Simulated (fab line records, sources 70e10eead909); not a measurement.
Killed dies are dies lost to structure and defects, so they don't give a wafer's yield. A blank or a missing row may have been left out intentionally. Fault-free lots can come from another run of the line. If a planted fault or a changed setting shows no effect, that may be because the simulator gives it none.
Struck lot and sound lot, side by side :: flow nand_harc :: 14 out of 1302 route steps
Sound: the wafers L529.2, L529.3, L529.6. Struck: wafers L536.1, L536.3, L536.4. The cause is named last.
Order at every step that has rows: each side's tool, ch and its chambers, its first start. Under that, the readings that differ: sound wafers :: struck wafers :: difference of the means :: sigmas: that difference in standard deviations of wafers without a fault.
alike: same words and numbers on both sides, and readings whose means sit less than 2 such deviations apart. not compared: any withheld reading, any reading some wafer has no value for, any bound like >300 that may hide the same value, and any number with overlapping values for which the record gives no deviation.
The two part at a step that has a row with sigmas, a row that says differs or no value, or rows on one side only. Numbers that don't overlap but have no deviation are shown without sigmas and don't part them. A reading that every wafer of one side lacks parts them only if that side has two wafers or more.

NHARC_A_SOURCE_PLATE_THK_MEAS_06: measures by ellipsometry.
  sound on film_metro-02 at day 8 02:11; struck on film_metro-01 at day 11 00:11
reading: thk_nm (nm)
sound: 197.6 198.4 200.5
struck: 202.1 204.6 201.6
difference: +3.9
sigmas: +2
NHARC_A_SOURCE_PLATE_INSPECT_08:
  sound on defect_inspect-02 at day 8 02:16; struck on defect_inspect-01 at day 11 00:15
  alike: raw_defect_count
following that, 1 step holds no rows for these wafers, namely NHARC_A_ONON_D1_DEP_00 (target thickness 1000 nm).
NHARC_A_ONON_D1_THK_MEAS_02: measures by ellipsometry.
  sound on film_metro-02 at day 8 02:50; struck on film_metro-01 at day 11 00:50
  alike: thk_nm
following that, 1 step holds no rows for these wafers, namely NHARC_A_ONON_D1_DEP_03 (target thickness 1000 nm).
NHARC_A_ONON_D1_THK_MEAS_05: measures by ellipsometry.
  sound on film_metro-01 at day 8 03:24; struck on film_metro-02 at day 11 01:24
  alike: thk_nm
following that, 1 step holds no rows for these wafers, namely NHARC_A_ONON_D1_DEP_06 (target thickness 1000 nm).
NHARC_A_ONON_D1_THK_MEAS_08: measures by ellipsometry.
  sound on film_metro-01 at day 8 03:58; struck on film_metro-02 at day 11 01:58
  alike: thk_nm
following that, 1 step holds no rows for these wafers, namely NHARC_A_ONON_D1_DEP_09 (target thickness 1000 nm).
NHARC_A_ONON_D1_THK_MEAS_11: measures by ellipsometry.
  sound on film_metro-02 at day 8 04:32; struck on film_metro-02 at day 11 02:32
  alike: thk_nm
NHARC_A_ONON_D1_DEP_12: target thk 1000 nm.
  sound on pecvd_onon-03 ch 0, day 8 04:39; struck on pecvd_onon-04 ch 0, day 11 02:35
  alike: sih4_flow_sccm
NHARC_A_ONON_D1_THK_MEAS_14: measures by ellipsometry.
  sound on film_metro-01 at day 8 05:07; struck on film_metro-02 at day 11 03:06
reading: thk_nm (nm)
sound: 983 984 985
struck: 1709 1709 1710
difference: +725
sigmas: +66
then, 1 step without rows for these wafers: NHARC_A_ONON_D1_ANNEAL_15 (time 3600 s).
-- break in the record here, with 17 days between the starts of the struck wafers on either side (left off in module A_ONON_D1, picked up again in module END, where the first step shown is number 1302 on the route) --
NHARC_END_SORT_01:
  sound on prober-02 ch 0, day 24 18:43; struck on prober-02 ch 0, day 28 06:53
reading: killed_at_array
sound: 53 48 45
struck: 668 671 673
difference: +622
sigmas: +35

reading: killed_dies
sound: 60 59 50
struck: 677 677 677
difference: +621
sigmas: +34
  alike: killed_at_other, killed_at_periphery, killed_open, killed_short

== WHERE THEY PART ==
First at NHARC_A_SOURCE_PLATE_THK_MEAS_06; last, within this record, at NHARC_END_SORT_01.

WHY: what the simulator had put in
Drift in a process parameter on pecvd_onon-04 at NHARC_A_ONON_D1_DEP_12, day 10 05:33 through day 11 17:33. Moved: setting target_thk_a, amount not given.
